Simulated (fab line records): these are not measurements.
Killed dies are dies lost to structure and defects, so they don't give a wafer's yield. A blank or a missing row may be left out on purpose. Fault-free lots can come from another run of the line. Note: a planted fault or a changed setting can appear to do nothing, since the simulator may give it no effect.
fab line records ; flow nand_harc
record lots=12; wafers=36; last_day=34
route steps=1302 shown P_CONTACT@241 P_M0@253 END@1302
lots untouched by any fault: they come from a run of this same line in which no faults occurred
start_h: start of the lot's first displayed wafer, in hours after the record's first day ; wait_h: how many hours have passed since the lot's step before this one ; " unchanged from the row above ; L1.1+2: a single row standing in for several wafers ; - either no value or no given start ; * or withheld: withheld ; < > ~ a bound
route shown NAME@n: a module of which the file shows steps, and the number in the route of the first ; usual: mean and standard deviation over wafers with no fault ; same: alike in all rows ; chamber/n: place in a boat ; sites: each site's reading ; _std_site: how widely they spread, as a standard deviation ; _edge_site: outer sites' mean less inner sites' ; radius_mm: how far each site lies from the wafer's centre ; mask NAME#n: copy n ; behind: the tool/chamber that last shaped the wafer ; hold: what put the lot on hold/how long, in hours/how the hold closed ; device: whichever transistor did not switch (one of n, p or np) ; end of line: tests run on the same wafers once the route is complete ; a step with no rows: only its recipe ; killed: at the first sort, the dies lost to defects and structure; wafer yield is something else ; map: dies across one wafer; x = killed, . = not, _ = none there
set.NAME: the run value of the setting; set.NAME@STEP: its run value at that earlier step ; model.NAME: the simulator's own value behind a step, which no gauge read
the route's steps for a sample of lots (tables are steps, rows are wafers)
services: when a tool's chamber went out of use (start_h, in hours from the record's first day, below 0 if earlier), for how many hours, and the reason
## steps
# step NHARC_P_CONTACT_CD_MEAS_19
# usual cd_nm=90.4/2.4
lot.wafer;tool;chamber;start_h;wait_h;cd_nm
L421.1;cd_sem-02;-;126.40;-;88.7
L421.4;cd_sem-02;-;126.40;-;89.6
L421.6;cd_sem-02;-;126.40;-;89.4
L423.3;cd_sem-03;-;138.46;-;89.5
L423.5;cd_sem-03;-;138.46;-;91.8
L423.6;cd_sem-03;-;138.46;-;89.7
L425.4;cd_sem-03;-;154.80;-;91.5
L425.5;cd_sem-03;-;154.80;-;91.2
L425.6;cd_sem-03;-;154.80;-;92.2
L424.2;cd_sem-03;-;155.19;-;85.9
L424.3;cd_sem-03;-;155.19;-;91.0
L424.5;cd_sem-03;-;155.19;-;88.4
L426.1;cd_sem-03;-;170.25;-;92.0
L426.2;cd_sem-03;-;170.25;-;90.3
L426.4;cd_sem-03;-;170.25;-;93.0
L433.2;cd_sem-01;-;234.98;-;92.7
L433.5;cd_sem-01;-;234.98;-;91.8
L433.6;cd_sem-01;-;234.98;-;92.1
L434.1;cd_sem-01;-;244.79;-;90.2
L434.2;cd_sem-01;-;244.79;-;92.2
L434.4;cd_sem-01;-;244.79;-;93.3
L436.2;cd_sem-03;-;262.64;-;86.6
L436.3;cd_sem-03;-;262.64;-;89.8
L436.6;cd_sem-03;-;262.64;-;89.1
L437.1;cd_sem-02;-;283.01;-;90.5
L437.2;cd_sem-02;-;283.01;-;94.6
L437.3;cd_sem-02;-;283.01;-;91.1
L440.1;cd_sem-03;-;307.64;-;87.9
L440.2;cd_sem-03;-;307.64;-;92.5
L440.5;cd_sem-03;-;307.64;-;86.9
L441.1;cd_sem-03;-;325.50;-;88.1
L441.3;cd_sem-03;-;325.50;-;93.7
L441.5;cd_sem-03;-;325.50;-;92.9
L444.2;cd_sem-02;-;355.76;-;89.1
L444.5;cd_sem-02;-;355.76;-;90.4
L444.6;cd_sem-02;-;355.76;-;89.4
# step NHARC_P_M0_DEP_00
# recipe target_thk_a=1500; target_thk_nm=150; temp_c=withheld; pressure_torr=5; flow_sccm=200; rf_w=600; material=SiOC
lot.wafer;tool;chamber;start_h;wait_h
L421.1+6+4;pecvd-04;0,0,1;128.70;0.1
L423.3+6+5;pecvd-04;0,1,2;140.88;0.2
L425.4+5+6;pecvd-01;1,2,0;157.48;0.5
L424.2+3+5;pecvd-04;2,2,1;157.62;0.1
L426.1+2+4;pecvd-04;1,2,1;172.55;0.1
L433.2+6+5;pecvd-01;0,0,1;237.80;0.1
L434.2+1+4;pecvd-04;2,0,2;247.14;0.1
L436.3+2+6;pecvd-04;0,1,0;265.11;0.1
L437.1+3+2;pecvd-04;2,0,1;285.30;0.1
L440.1+2+5;pecvd-03;1,0,2;309.97;0.1
L441.3+1+5;pecvd-04;2,0,2;327.79;0.1
L444.2+5+6;pecvd-04;2,2,1;358.03;0.1
# step NHARC_P_M0_INSPECT_11
# usual raw_defect_count=4.2/2.6
lot.wafer;tool;chamber;start_h;wait_h;raw_defect_count
L421.1;defect_inspect-01;-;129.66;0.0;2
L421.4;defect_inspect-01;-;129.66;0.0;3
L421.6;defect_inspect-01;-;129.66;0.0;1
L423.3;defect_inspect-01;-;141.75;0.0;325
L423.5;defect_inspect-01;-;141.75;0.0;368
L423.6;defect_inspect-01;-;141.75;0.0;343
L425.4;defect_inspect-01;-;158.30;0.0;13
L425.5;defect_inspect-01;-;158.30;0.0;12
L425.6;defect_inspect-01;-;158.30;0.0;10
L424.2;defect_inspect-02;-;158.64;0.0;309
L424.3;defect_inspect-02;-;158.64;0.0;315
L424.5;defect_inspect-02;-;158.64;0.0;330
L426.1;defect_inspect-02;-;173.39;0.0;328
L426.2;defect_inspect-02;-;173.39;0.0;343
L426.4;defect_inspect-02;-;173.39;0.0;371
L433.2;defect_inspect-01;-;238.64;0.0;5
L433.5;defect_inspect-01;-;238.64;0.0;7
L433.6;defect_inspect-01;-;238.64;0.0;4
L434.1;defect_inspect-01;-;248.10;0.0;4
L434.2;defect_inspect-01;-;248.10;0.0;7
L434.4;defect_inspect-01;-;248.10;0.0;3
L436.2;defect_inspect-02;-;265.89;0.0;9
L436.3;defect_inspect-02;-;265.89;0.0;4
L436.6;defect_inspect-02;-;265.89;0.0;9
L437.1;defect_inspect-02;-;286.13;0.0;4
L437.2;defect_inspect-02;-;286.13;0.0;1
L437.3;defect_inspect-02;-;286.13;0.0;3
L440.1;defect_inspect-02;-;310.80;0.0;3
L440.2;defect_inspect-02;-;310.80;0.0;3
L440.5;defect_inspect-02;-;310.80;0.0;1
L441.1;defect_inspect-01;-;328.62;0.0;7
L441.3;defect_inspect-01;-;328.62;0.0;9
L441.5;defect_inspect-01;-;328.62;0.0;11
L444.2;defect_inspect-02;-;358.90;0.0;5
L444.5;defect_inspect-02;-;358.90;0.0;5
L444.6;defect_inspect-02;-;358.90;0.0;3
# step NHARC_P_M0_ETCH_34
# recipe target_depth_a=400; overetch_a=120; time_s=43.94; ion_energy_ev=200; n2_flow_sccm=150; h2_flow_sccm=150; ar_flow_sccm=0; rf_w=400; bias_w=150; chemistry=N2/H2
# usual drypump_motor_current_A=5.6/0.41; oes_product_au=1.001/0.013; rf_vpp_V=430.6/2.7; showerhead_plenum_p_Torr=2.04/0.095; throttle_valve_pct=14.173/0.0092
lot.wafer;tool;chamber;start_h;wait_h;drypump_motor_current_A;oes_product_au;rf_hours_counter_h;rf_vpp_V;showerhead_plenum_p_Torr;throttle_valve_pct
L421.1;rie_diel-07;0;129.81;0.1;4.7;0.991;0;431.4;2.06;14.154
L421.4;rie_diel-07;1;129.81;0.1;5.7;0.992;0;434.1;2.20;14.175
L421.6;rie_diel-07;0;129.81;0.1;4.7;0.994;-;430.6;2.06;14.159
L423.3;rie_diel-07;1;141.91;0.1;5.7;0.992;1;435.4;2.20;14.174
L423.6;rie_diel-07;3;141.91;0.1;6.0;0.997;-;432.6;2.13;14.170
L423.5;rie_diel-07;0;141.91;0.1;4.7;0.989;-;430.3;2.06;14.174
L425.4;rie_diel-11;2;158.46;0.1;5.7;0.999;25;430.2;1.98;14.193
L425.6;rie_diel-11;0;158.46;0.1;5.5;0.989;-;427.7;1.92;14.177
L425.5;rie_diel-11;1;158.46;0.1;6.2;1.020;-;430.0;2.00;14.178
L424.3;rie_diel-11;2;158.92;0.2;5.7;0.994;25;427.9;1.98;14.175
L424.2;rie_diel-11;0;158.92;0.2;5.5;1.007;24;426.7;1.92;14.169
L424.5;rie_diel-11;1;158.92;0.2;6.2;1.040;-;429.4;2.00;14.179
L426.2;rie_diel-07;3;173.67;0.2;6.0;0.988;8;432.4;2.12;14.175
L426.4;rie_diel-07;0;173.67;0.2;4.7;0.988;8;430.3;2.06;14.166
L426.1;rie_diel-07;1;173.67;0.2;5.8;0.986;7;435.4;2.19;14.168
L433.2;rie_diel-07;2;238.80;0.1;5.5;0.980;17;430.6;2.04;14.167
L433.6;rie_diel-07;3;238.80;0.1;6.0;0.993;-;431.7;2.12;14.172
L433.5;rie_diel-07;0;238.80;0.1;4.7;0.996;-;431.6;2.06;14.179
L434.1;rie_diel-04;0;248.25;0.1;5.5;0.997;17;425.9;1.89;14.183
L434.2;rie_diel-04;1;248.25;0.1;6.1;1.013;20;434.4;2.21;14.185
L434.4;rie_diel-04;2;248.25;0.1;5.4;1.026;17;429.6;2.04;14.169
L436.2;rie_diel-11;2;266.04;0.1;5.7;1.002;0;427.8;1.97;14.169
L436.3;rie_diel-11;3;266.04;0.1;5.2;0.981;0;431.2;2.10;14.185
L436.6;rie_diel-11;1;266.04;0.1;6.2;1.022;-;429.8;1.99;14.175
L437.1;rie_diel-07;3;286.28;0.1;6.0;0.990;29;434.1;2.12;14.148
L437.2;rie_diel-07;0;286.28;0.1;4.7;0.993;29;430.1;2.05;14.176
L437.3;rie_diel-07;1;286.28;0.1;5.7;1.015;23;436.9;2.19;14.174
L440.1;rie_diel-11;2;310.95;0.1;5.6;1.000;19;428.0;1.96;14.175
L440.2;rie_diel-11;1;310.95;0.1;6.2;1.040;16;429.6;1.99;14.173
L440.5;rie_diel-11;2;310.95;0.1;5.7;0.996;-;427.9;1.96;14.186
L441.3;rie_diel-11;0;328.82;0.1;5.5;1.006;20;428.8;1.91;14.172
L441.1;rie_diel-11;1;328.82;0.1;6.2;1.020;20;428.2;1.99;14.172
L441.5;rie_diel-11;1;328.82;0.1;6.2;1.034;-;427.1;1.98;14.163
L444.2;rie_diel-11;0;359.25;0.1;5.5;1.005;26;426.5;1.91;14.178
L444.6;rie_diel-11;2;359.25;0.1;5.7;1.000;-;428.4;1.96;14.172
L444.5;rie_diel-11;3;359.25;0.1;5.1;0.999;-;432.4;2.09;14.183
# step NHARC_P_M0_STRIP_18
# recipe power_w=1000; n2_flow_sccm=150; h2_flow_sccm=150; ar_flow_sccm=0; bias_w=0; chemistry=N2/H2
# usual drypump_motor_current_A=5.6/0.38; oes_product_au=0.999/0.014; rf_vpp_V=90.6/1; showerhead_plenum_p_Torr=2.04/0.1; throttle_valve_pct=14.171/0.0085
lot.wafer;tool;chamber;start_h;wait_h;drypump_motor_current_A;oes_product_au;rf_hours_counter_h;rf_vpp_V;showerhead_plenum_p_Torr;throttle_valve_pct
L421.1;rie_diel-07;2;130.12;0.1;5.5;0.983;0;92.3;2.05;14.173
L421.4;rie_diel-07;3;130.12;0.1;6.0;0.990;0;90.4;2.13;14.176
L421.6;rie_diel-07;2;130.12;0.1;5.5;0.984;-;90.1;2.05;14.171
L423.3;rie_diel-07;3;142.26;0.1;6.0;0.994;2;90.1;2.13;14.161
L423.5;rie_diel-07;0;142.26;0.1;4.7;0.977;-;91.6;2.06;14.165
L423.6;rie_diel-07;1;142.26;0.1;5.8;0.984;-;91.0;2.20;14.176
L425.4;rie_diel-11;0;158.83;0.1;5.5;0.989;24;89.7;1.92;14.182
L425.5;rie_diel-11;1;158.83;0.1;6.2;1.023;-;90.8;2.00;14.176
L425.6;rie_diel-11;2;158.83;0.1;5.7;1.003;-;91.4;1.98;14.163
L424.3;rie_diel-11;1;159.25;0.1;6.2;1.024;24;90.4;2.00;14.175
L424.2;rie_diel-11;2;159.25;0.1;5.6;0.994;25;90.6;1.98;14.173
L424.5;rie_diel-11;3;159.25;0.1;5.2;0.983;-;90.0;2.12;14.172
L426.1;rie_diel-04;2;173.95;0.1;5.4;1.002;61;88.6;2.05;14.186
L426.4;rie_diel-04;0;173.95;0.1;5.5;1.008;64;90.1;1.90;14.163
L426.2;rie_diel-04;1;173.95;0.1;6.0;1.004;62;88.0;1.88;14.174
L433.2;rie_diel-07;3;239.15;0.1;6.0;0.990;19;89.7;2.12;14.172
L433.5;rie_diel-07;0;239.15;0.1;4.7;0.986;-;91.6;2.06;14.176
L433.6;rie_diel-07;1;239.15;0.1;5.8;0.981;-;92.5;2.19;14.174
L434.1;rie_diel-04;2;248.53;0.1;5.4;1.030;17;91.6;2.04;14.176
L434.2;rie_diel-04;0;248.53;0.1;5.5;1.003;17;89.8;1.89;14.178
L434.4;rie_diel-04;1;248.53;0.1;6.0;1.009;20;89.6;2.21;14.162
L436.2;rie_diel-04;1;266.35;0.1;6.0;1.009;26;91.6;2.21;14.175
L436.3;rie_diel-04;3;266.35;0.1;5.2;1.002;21;90.2;1.92;14.179
L436.6;rie_diel-04;1;266.35;0.1;6.0;0.998;-;91.3;2.21;14.167
L437.1;rie_diel-07;2;286.58;0.1;5.5;1.000;27;90.0;2.04;14.167
L437.2;rie_diel-07;3;286.58;0.1;6.0;0.993;29;91.7;2.12;14.157
L437.3;rie_diel-07;1;286.58;0.1;5.7;1.002;23;92.8;2.19;14.148
L440.2;rie_diel-11;0;311.23;0.1;5.5;0.999;15;89.7;1.91;14.163
L440.1;rie_diel-11;1;311.23;0.1;6.2;1.024;16;92.6;1.99;14.185
L440.5;rie_diel-11;1;311.23;0.1;6.2;1.027;-;90.0;1.99;14.170
L441.1;rie_diel-07;2;329.14;0.1;5.5;1.004;2;91.5;2.04;14.192
L441.3;rie_diel-07;1;329.14;0.1;5.8;0.981;3;90.7;2.19;14.156
L441.5;rie_diel-07;2;329.14;0.1;5.5;0.984;-;90.4;2.04;14.147
L444.2;rie_diel-11;2;359.66;0.2;5.7;0.995;33;90.2;1.96;14.176
L444.5;rie_diel-11;3;359.66;0.2;5.2;0.989;-;91.1;2.09;14.182
L444.6;rie_diel-11;0;359.66;0.2;5.5;1.013;-;89.5;1.91;14.161
# step NHARC_END_SORT_01
# recipe temp_c=25
# usual defect_limited_yield=91.1/2.8; killed_at_array=55/19; killed_at_other=0.9/1.4; killed_at_periphery=3.8/2.9; killed_dies=60/19; killed_open=3.3/1.8; killed_short=2.6/1.6
# same gross_dies=677
lot.wafer;tool;chamber;start_h;wait_h;defect_limited_yield[%];killed_at_array;killed_at_other;killed_at_periphery;killed_dies;killed_open;killed_short
L423.3;prober-01;0;590.26;3.1;78.4;65;1;80;146;2;2
L423.5;prober-01;0;591.86;3.7;75.9;76;2;85;163;4;4
L423.6;prober-01;0;592.65;4.0;79.9;67;0;69;136;3;2
L424.2;prober-02;0;601.11;2.8;81.5;45;1;79;125;2;2
L424.3;prober-02;0;601.92;3.1;81.8;46;1;76;123;3;2
L424.5;prober-02;0;603.53;3.7;81.1;58;1;69;128;2;5
L426.1;prober-02;0;623.96;2.5;77.7;75;1;75;151;3;3
L426.2;prober-02;0;624.76;2.8;76.7;80;0;78;158;1;3
L426.4;prober-02;0;626.35;3.4;75.9;85;0;78;163;4;2
# killed by level:class
L423.3 P_M0:unspecified=80 A_CHANNEL_HOLE_D1:chamber_film_flake=30 A_CHANNEL_HOLE_D2:chamber_film_flake=14 A_CONTACT:chamber_film_flake=6 A_SGD_CUT:chamber_film_flake=5 A_STAIRCASE:chamber_film_flake=3 A_ONON_D1:geometric_particle:short=1 A_SGD_CUT:geometric_particle:open=1
L423.5 P_M0:unspecified=81 A_CHANNEL_HOLE_D2:chamber_film_flake=32 A_CHANNEL_HOLE_D1:chamber_film_flake=31 A_CHANNEL_FILL_D1:chamber_film_flake=3 P_M1:geometric_particle:open=2 THIN_TSV:chamber_film_flake=2 P_GATE:geometric_particle:open=1 P_M0:geometric_particle:short=1
L423.6 P_M0:unspecified=69 A_CHANNEL_HOLE_D1:chamber_film_flake=27 A_CHANNEL_HOLE_D2:chamber_film_flake=24 A_CONTACT:chamber_film_flake=6 A_SGD_CUT:chamber_film_flake=3 A_ONON_D1:geometric_particle:open=1 A_CHANNEL_FILL_D1:geometric_particle:short=1 A_ONON_D2:geometric_particle:open=1
L424.2 P_M0:unspecified=75 A_CHANNEL_HOLE_D1:chamber_film_flake=29 A_CHANNEL_HOLE_D2:chamber_film_flake=9 P_ZERO_WELL:chamber_film_flake=2 A_STAIRCASE:chamber_film_flake=2 P_CONTACT:geometric_particle:short=1 A_SOURCE_PLATE:geometric_particle:open=1 A_ONON_D1:geometric_particle:short=1
L424.3 P_M0:unspecified=72 A_CHANNEL_HOLE_D1:chamber_film_flake=27 A_CHANNEL_HOLE_D2:chamber_film_flake=11 A_STAIRCASE:chamber_film_flake=3 P_CONTACT:geometric_particle:short=1 A_CHANNEL_FILL_D2:geometric_particle:open=1 A_SGD_CUT:geometric_particle:open=1 A_WL_FILL:geometric_particle:open=1
L424.5 P_M0:unspecified=66 A_CHANNEL_HOLE_D1:chamber_film_flake=32 A_CHANNEL_HOLE_D2:chamber_film_flake=8 A_STAIRCASE:chamber_film_flake=7 A_DECK1_JOINT:chamber_film_flake=3 P_GATE:geometric_particle:open=2 A_CHANNEL_FILL_D2:chamber_film_flake=2 A_CHANNEL_FILL_D1:geometric_particle:short=1
L426.1 P_M0:unspecified=64 A_CHANNEL_HOLE_D1:chamber_film_flake=37 A_SLIT:chamber_film_flake=18 A_CHANNEL_HOLE_D2:chamber_film_flake=6 A_CONTACT:chamber_film_flake=5 P_ZERO_WELL:chamber_film_flake=3 P_M2:chamber_film_flake=3 A_BLC:chamber_film_flake=3
L426.2 P_M0:unspecified=77 A_CHANNEL_HOLE_D1:chamber_film_flake=33 A_SLIT:chamber_film_flake=25 A_CHANNEL_HOLE_D2:chamber_film_flake=6 A_BLC:chamber_film_flake=4 A_WL_FILL:chamber_film_flake=3 A_WL_FILL:geometric_particle:short=2 A_CHANNEL_FILL_D2:chamber_film_flake=2
L426.4 P_M0:unspecified=72 A_CHANNEL_HOLE_D1:chamber_film_flake=33 A_SLIT:chamber_film_flake=21 A_CHANNEL_HOLE_D2:chamber_film_flake=11 P_CONTACT:chamber_film_flake=4 A_BLC:chamber_film_flake=4 A_CONTACT:chamber_film_flake=3 A_ZERO_WELL:chamber_film_flake=2
## services
tool;chamber;start_h;hours;kind
rie_diel-07;-;118.20;9.0;pm
rie_diel-11;3;127.62;4.4;repair
rie_diel-04;3;131.36;13.5;repair
pecvd-04;0;151.75;6.0;repair
rie_diel-07;1;169.77;3.3;repair
rie_diel-11;1;170.61;4.4;repair
rie_diel-04;-;181.76;9.0;pm
rie_diel-11;3;189.25;6.5;repair
rie_diel-07;1;202.78;13.0;repair
rie_diel-04;2;210.59;2.9;repair
rie_diel-04;0;215.30;7.3;repair
rie_diel-11;-;228.29;0.2;repair
rie_diel-11;0;229.51;20.0;repair
rie_diel-11;2;243.32;2.4;repair
rie_diel-11;-;244.93;0.9;repair
rie_diel-07;0;245.00;2.0;repair
rie_diel-11;-;255.50;9.0;pm
pecvd-04;-;269.00;13.0;pm
rie_diel-04;3;285.71;6.7;repair
rie_diel-07;-;295.20;9.0;pm
rie_diel-11;2;321.18;1.8;repair
rie_diel-11;0;331.39;6.8;repair
rie_diel-07;1;348.03;10.8;repair
rie_diel-04;2;351.08;3.3;repair
## key
first_sign step=NHARC_P_M0_INSPECT_11; reading=raw_defect_count; direction=up; sigmas=99+; usual=4.2; struck=336.9
effect step=NHARC_END_SORT_01; reading=killed_at_periphery; direction=up; sigmas=25; usual=3.8; struck=76.6
more_kills_born_at NHARC_P_M0_DEP_00@pecvd-04=656
met_at NHARC_P_M0_DEP_00
struck_lots L423,L424,L426
not_acting_at NHARC_P_CONTACT_CD_MEAS_19,NHARC_P_M0_ETCH_34,NHARC_P_M0_STRIP_18
onset_between 128.70 140.88
fault kind=chamber_particle_source; tool=pecvd-04; chamber=-; onset_h=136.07; steps=NHARC_P_M0_DEP_00; rate_per_visit_cm2=0.50761; end_h=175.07
